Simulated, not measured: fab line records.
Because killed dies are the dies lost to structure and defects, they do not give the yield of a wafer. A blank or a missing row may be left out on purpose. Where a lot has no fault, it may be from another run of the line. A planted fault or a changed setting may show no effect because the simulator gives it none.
Chamber matching || flow nand harc || NHARC_A_CONTACT_DEP_29 on pecvd-02: 3 sister chambers
The step deposits SiON, target thk 100 nm. 20 wafers are shown with their chamber, then 10 later ones without.

EACH WAFER AND ITS CHAMBER
{"wafer": "L074.1", "chamber": 2, "heater power w (W)": 841, "chamber pressure Torr (Torr)": 3.503}
{"wafer": "L074.5", "chamber": 0, "heater power w (W)": 774, "chamber pressure Torr (Torr)": 3.494}
{"wafer": "L074.6", "chamber": 1, "heater power w (W)": 661, "chamber pressure Torr (Torr)": 3.505}
{"wafer": "L080.3", "chamber": 0, "heater power w (W)": 764, "chamber pressure Torr (Torr)": 3.498}
{"wafer": "L080.4", "chamber": 2, "heater power w (W)": 708, "chamber pressure Torr (Torr)": 3.514}
{"wafer": "L080.5", "chamber": 0, "heater power w (W)": 786, "chamber pressure Torr (Torr)": 3.497}
{"wafer": "L082.1", "chamber": 0, "heater power w (W)": 777, "chamber pressure Torr (Torr)": 3.510}
{"wafer": "L082.3", "chamber": 1, "heater power w (W)": 663, "chamber pressure Torr (Torr)": 3.506}
{"wafer": "L082.5", "chamber": 1, "heater power w (W)": 650, "chamber pressure Torr (Torr)": 3.504}
{"wafer": "L084.1", "chamber": 2, "heater power w (W)": 753, "chamber pressure Torr (Torr)": 3.502}
{"wafer": "L084.5", "chamber": 1, "heater power w (W)": 698, "chamber pressure Torr (Torr)": 3.504}
{"wafer": "L084.6", "chamber": 2, "heater power w (W)": 776, "chamber pressure Torr (Torr)": 3.498}
{"wafer": "L088.1", "chamber": 0, "heater power w (W)": 803, "chamber pressure Torr (Torr)": 3.503}
{"wafer": "L088.3", "chamber": 1, "heater power w (W)": 768, "chamber pressure Torr (Torr)": 3.508}
{"wafer": "L088.6", "chamber": 0, "heater power w (W)": 796, "chamber pressure Torr (Torr)": 3.495}
{"wafer": "L086.2", "chamber": 1, "heater power w (W)": 745, "chamber pressure Torr (Torr)": 3.512}
{"wafer": "L086.4", "chamber": 1, "heater power w (W)": 742, "chamber pressure Torr (Torr)": 3.509}
{"wafer": "L086.6", "chamber": 2, "heater power w (W)": 847, "chamber pressure Torr (Torr)": 3.506}
{"wafer": "L090.2", "chamber": 0, "heater power w (W)": 731, "chamber pressure Torr (Torr)": 3.498}
{"wafer": "L090.3", "chamber": 2, "heater power w (W)": 800, "chamber pressure Torr (Torr)": 3.495}

SIGNATURES (averages over the wafers above)
{"reading": "heater power w", "chamber 0": 775.86, "chamber 1": 703.86, "chamber 2": 787.50, "scatter within a chamber": 42.9}
{"reading": "chamber pressure Torr", "chamber 0": 3.49929, "chamber 1": 3.50686, "chamber 2": 3.50300, "scatter within a chamber": 0.00518}
Rule: for each reading, subtract the chamber's mean from the wafer's reading, divide by that reading's scatter and square the result; add these up over the readings and take the root, which gives the wafer's distance from the chamber. The wafer belongs to the nearest chamber; if the next one is less than 2 further off, it can't be placed. The scatter is the square root of a quotient: the sum, over the shown wafers, of each reading's squared deviation from its chamber's mean, divided by wafers minus chambers.

WAFERS WITHOUT THEIR CHAMBER
{"wafer": "L090.4", "heater power w (W)": 753, "chamber pressure Torr (Torr)": 3.505}
{"wafer": "L091.2", "heater power w (W)": 789, "chamber pressure Torr (Torr)": 3.499}
{"wafer": "L091.5", "heater power w (W)": 801, "chamber pressure Torr (Torr)": 3.505}
{"wafer": "L091.6", "heater power w (W)": 698, "chamber pressure Torr (Torr)": 3.514}
{"wafer": "L094.3", "heater power w (W)": 822, "chamber pressure Torr (Torr)": 3.486}
{"wafer": "L094.4", "heater power w (W)": 745, "chamber pressure Torr (Torr)": 3.500}
{"wafer": "L094.6", "heater power w (W)": 671, "chamber pressure Torr (Torr)": 3.504}
{"wafer": "L095.3", "heater power w (W)": 771, "chamber pressure Torr (Torr)": 3.504}
{"wafer": "L095.5", "heater power w (W)": 776, "chamber pressure Torr (Torr)": 3.496}
{"wafer": "L095.6", "heater power w (W)": 671, "chamber pressure Torr (Torr)": 3.509}

THE CHAMBER EACH PASSED THROUGH
{"wafer": "L090.4", "from the rows above": "can't be placed: 2 or 1 or 0", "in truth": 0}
{"wafer": "L091.2", "from the rows above": "can't be placed: 0 or 2", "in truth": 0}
{"wafer": "L091.5", "from the rows above": "can't be placed: 2 or 0 or 1", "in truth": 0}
{"wafer": "L091.6", "from the rows above": "can't be placed: 1 or 2 or 0", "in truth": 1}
{"wafer": "L094.3", "from the rows above": "can't be placed: 0 or 2", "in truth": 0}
{"wafer": "L094.4", "from the rows above": "can't be placed: 0 or 2 or 1", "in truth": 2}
{"wafer": "L094.6", "from the rows above": "can't be placed: 1 or 0 or 2", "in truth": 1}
{"wafer": "L095.3", "from the rows above": "can't be placed: 2 or 0 or 1", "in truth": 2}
{"wafer": "L095.5", "from the rows above": "can't be placed: 0 or 2", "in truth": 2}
{"wafer": "L095.6", "from the rows above": 1, "in truth": 1}
1 of 10 placed correctly. Cannot be placed on the basis of these rows: 9; the candidates contain the true chamber in 9. Placed wrongly: 0.
